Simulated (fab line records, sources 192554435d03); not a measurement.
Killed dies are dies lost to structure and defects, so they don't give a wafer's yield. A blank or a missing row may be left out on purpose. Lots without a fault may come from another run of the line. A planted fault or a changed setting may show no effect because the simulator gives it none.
Split-lot experiment | flow n5_finfet | 7 lots, 21 wafers read, on a route of 1938 steps

THE SPLIT
At N5_PMOS_HMC_CHANNEL_EPI_HM_DEP_34 (deposits SiO2 from TEOS/O2, target thk 36 nm, time 6.9 s), the setting time_s was moved away from the recipe's 6.9 s on 6 of the 21 wafers read, by -13.8% to -8.2%. The other wafers ran this setting at the recipe's value.

The reading is taken at the split's own step.

THE READING
SiO2_of_PMOS_HMC_CHANNEL_EPI_HM_DEP_34.thk_nm (the simulator's own value, which no gauge read), in nm, at N5_PMOS_HMC_CHANNEL_EPI_HM_DEP_34 (deposits SiO2 from TEOS/O2, target thk 36 nm, time 6.9 s). The file gives no usual value for it. The 15 wafers here that ran the recipe average 36.22 nm, standard deviation 0.42 nm.

wafer  | tool, chamber at the split | time_s as run, s | against the recipe | SiO2_of_PMOS_HMC_CHANNEL_EPI_HM_DEP_34.thk_nm, nm | against lot-mates on the recipe
L077.2 | pecvd-03, 1                | 6.9              | recipe             | 35.67                                             | -
L077.4 | pecvd-03, 2                | 6.9              | recipe             | 36.27                                             | -
L077.6 | pecvd-03, 0                | 6.9              | recipe             | 36.17                                             | -
L079.1 | pecvd-01, 1                | 6.9              | recipe             | 36.3                                              | -
L079.3 | pecvd-01, 0                | 6.9              | recipe             | 36.07                                             | -
L079.6 | pecvd-01, 2                | 5.951            | -13.8%             | 31.34                                             | -4.85
L081.4 | pecvd-01, 2                | 6.209            | -10.0%             | 32.17                                             | no lot-mate on the recipe
L081.5 | pecvd-01, 0                | 6.209            | -10.0%             | 32.64                                             | no lot-mate on the recipe
L081.6 | pecvd-01, 1                | 6.209            | -10.0%             | 32.7                                              | no lot-mate on the recipe
L083.2 | pecvd-04, 0                | 6.9              | recipe             | 36.71                                             | -
L083.3 | pecvd-04, 1                | 6.9              | recipe             | 36.24                                             | -
L083.6 | pecvd-04, 2                | 6.9              | recipe             | 37.23                                             | -
L086.1 | pecvd-01, 0,1              | 6.9              | recipe             | 36.15                                             | -
L086.6 | pecvd-01, 0,1              | 6.9              | recipe             | 36.15                                             | -
L086.4 | pecvd-01, 2                | 6.9              | recipe             | 36.08                                             | -
L088.1 | pecvd-04, 0                | 6.336            | -8.2%              | 32.83                                             | -3.29
L088.3 | pecvd-04, 1                | 6.336            | -8.2%              | 32.6                                              | -3.52
L088.6 | pecvd-04, 2                | 6.9              | recipe             | 36.12                                             | -
L092.2 | pecvd-04, 2                | 6.9              | recipe             | 35.52                                             | -
L092.4 | pecvd-04, 2                | 6.9              | recipe             | 35.86                                             | -
L092.5 | pecvd-04, 2                | 6.9              | recipe             | 36.82                                             | -
Where a row lists several chambers, the file gives one row for several wafers and doesn't say which wafer went through which chamber.

THE FIT
A straight line over all 21 wafers: SiO2_of_PMOS_HMC_CHANNEL_EPI_HM_DEP_34.thk_nm changes by +0.377 nm for each +1% of time_s; r = +0.98; the points scatter about the line by 0.41 nm.
The same after taking each lot's own level away (the mean of its wafers on the recipe; 18 wafers): +0.377 nm for each +1%; r = +0.98; scatter 0.35 nm.
On that fit, the largest move of time_s shifts the reading by 5.2 nm.
The lots' own levels span 36.037 to 36.727 nm, that is 1.7 times the standard deviation above.
So the lot-to-lot level changes the slope little: the two slopes agree.
Check: with one of the wafers moved furthest among these (-13.8%) left out of the fit, the line predicts -5.73 nm for it against its lot-mates. It came out at -4.85 nm against them.

OTHER SPLITS ON THESE WAFERS
These wafers also went through other splits before the reading. Each is held against what the fit with the lots' levels taken away leaves over:
other split on the same wafers | wafers away from the commonest value | r with SiO2_of_PMOS_HMC_CHANNEL_EPI_HM_DEP_34.thk_nm (lot level and that fit taken away)
N5_WELL_APT_EXPOSE_22 dose_mj  | 7                                    | +0.19
N5_WELL_APT_PEB_23 peb_temp_c  | 8                                    | -0.14
N5_WELL_APT_DESCUM_30 time_s   | 3                                    | +0.03

THE FILE'S OWN FIT
SiO2_of_PMOS_HMC_CHANNEL_EPI_HM_DEP_34.thk_nm changes by +0.369 nm for each +1% of time_s, r = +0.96.
